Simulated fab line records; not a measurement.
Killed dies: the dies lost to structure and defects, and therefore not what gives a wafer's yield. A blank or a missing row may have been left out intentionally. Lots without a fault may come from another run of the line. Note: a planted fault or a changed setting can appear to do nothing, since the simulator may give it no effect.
Problem report, 8D (eight disciplines) form, completed by code :: flow n5Finfet :: the parts of the form that need people (team, actions taken, sign-off) are left out

== 1. WHAT IS WRONG ==
Mean of biasW at N5_BEOL_M10_VIA_ETCH_34: 202.3 W across 6 wafers in 2 lots; on wafers with no fault it is 184.9 W (standard deviation 0.46). Measured from the usual mean, that is +38 standard deviations.
The step: etches SiCOH lowk in C4F6/O2, target depth 184.5 nm, time 69.2 s.
Earliest sighting: wafer L489.2 on rieDiel-01 at day 14 12:43. At this step, 29 wafers from 10 lots have a number in the record. The rule behind "out" and "out of limits": a value lying over 4 standard deviations away from the usual mean. The other wafers with a number count as sound.

== 2. WHAT IT IS, AND WHAT IT ISN'T ==
question: which readings at this step
is: biasW
is not: drypumpMotorCurrentA, showerheadPlenumPTorr

question: which lots
is: L489, L495
is not: L472, L473, L477, L478, L483, L486, L490, L494

question: which wafers of those lots
is: all that have a number
is not: -

question: read on which tools
is: rieDiel-01
is not: rieDiel-03

question: when
is: from day 14 12:43
is not: up to then (20 sound wafers); but 3 sound wafers of L494 came after

== 3. THE SUSPECTS, EACH WITH WHAT RULES IT OUT ==
Counting: a tool at any process step up to the reading remains a suspect when it ran all the lots that are out and ran no sound lot after the first of those.
- rieDiel-01 at N5_BEOL_M10_ETCH_65 (etches SiARC in CF4, target depth 39 nm, time 65 s): kept. It processed each lot that is out, first L489 at day 14 12:32, and no sound lot thereafter; up to then, the last sound lot it processed was L483 at day 13 08:14.
- rieDiel-01 at N5_BEOL_M10_VIA_ETCH_34 (etches SiCOH lowk in C4F6/O2, target depth 184.5 nm, time 69.2 s): kept. It processed each lot that is out, first L489 at day 14 12:43, and no sound lot thereafter; up to then, the last sound lot it processed was L483 at day 13 08:25. On those wafers its own readings are out: biasW.
Remaining after the count are rieDiel-01 at N5_BEOL_M10_ETCH_65 and rieDiel-01 at N5_BEOL_M10_VIA_ETCH_34.

== 4. THE CAUSE (what the simulator had put in) ==
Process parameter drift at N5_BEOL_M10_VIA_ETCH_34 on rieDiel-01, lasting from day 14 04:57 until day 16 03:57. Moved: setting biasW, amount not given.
2 suspects survive the count, and this tool is in that group.

== 5. THE CHAIN OF EFFECTS, in route order ==
Each row: a reading where the mean over the struck wafers with a number is more than 3 standard deviations away from the usual. Readings are gone through only where the record gives a usual standard deviation; hours: the median, over the lots, of the time from a lot's start at the first step in this table giving one to that lot's start at this step; sigmas: the change measured in usual standard deviations.
hours: 0
step: N5_BEOL_M10_VIA_ETCH_34
reading: biasW
usual: 184.9 W
on struck wafers: 202.3
change: +17.4
sigmas: +38
Its process steps:
- N5_BEOL_M10_VIA_ETCH_34: etches SiCOH lowk in C4F6/O2, target depth 184.5 nm, time 69.2 s.

== 6. WHAT WOULD HAVE CAUGHT IT SOONER ==
In this record no reading fell out of limits until day 14 12:43, 8 hours after the fault had begun at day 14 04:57.
